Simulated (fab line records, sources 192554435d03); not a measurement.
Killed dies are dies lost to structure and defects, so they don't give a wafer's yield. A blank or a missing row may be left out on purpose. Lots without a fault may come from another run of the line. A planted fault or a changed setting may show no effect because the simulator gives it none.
Chamber matching | flow n5_finfet | N5_ZERO_LAYER_PECVD_02 on pecvd-02: 3 sister chambers
The step deposits SiO2 from SiH4/N2O, target thk 10 nm, time 6 s. 6 wafers are shown with their chamber, then 12 later ones without.

WAFERS WITH THEIR CHAMBER
wafer  | chamber | showerhead_plenum_p_Torr (Torr) | heater_power_w (W)
L082.6 | 0       | 8.07                            | 767
L085.3 | 0       | 8.07                            | 767
L088.6 | 2       | 7.96                            | 860
L089.2 | 2       | 7.97                            | 886
L089.4 | 1       | 8.17                            | 821
L089.5 | 1       | 8.19                            | 809

WAFERS WITHOUT THEIR CHAMBER
wafer  | showerhead_plenum_p_Torr (Torr) | heater_power_w (W)
L091.3 | 8.19                            | 872
L091.4 | 7.96                            | 761
L091.6 | 8.20                            | 909
L093.1 | 7.97                            | 898
L093.2 | 8.06                            | 828
L093.4 | 7.97                            | 921
L095.1 | 8.06                            | 870
L095.4 | 8.06                            | 856
L095.5 | 8.18                            | 906
L096.3 | 7.98                            | 869
L096.5 | 8.09                            | 875
L096.6 | 7.97                            | 895

WHICH CHAMBER EACH WENT THROUGH
wafer  | from the rows above     | in truth
L091.3 | 1                       | 1
L091.4 | 2                       | 2
L091.6 | 1                       | 1
L093.1 | 2                       | 2
L093.2 | 0                       | 0
L093.4 | 2                       | 2
L095.1 | can't be placed: 0 or 2 | 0
L095.4 | 0                       | 0
L095.5 | 1                       | 1
L096.3 | 2                       | 2
L096.5 | can't be placed: 0 or 1 | 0
L096.6 | 2                       | 2
Placed correctly: 10 of 12. Can't be placed from these rows: 2 (the true chamber is among the candidates in 2). Placed wrongly: 0.
How it was worked out, from the rows above alone: a wafer's distance from a chamber is the root of the sum, over the readings, of the square of ((its reading less the chamber's mean) divided by the reading's scatter). The wafer belongs to the nearest chamber; if the next one is less than 2 further off, it can't be placed. A chamber's mean is the mean of its shown wafers. The scatter: the root of (the sum of the squares of (reading less its chamber's mean) over the shown wafers, divided by (wafers less chambers)).
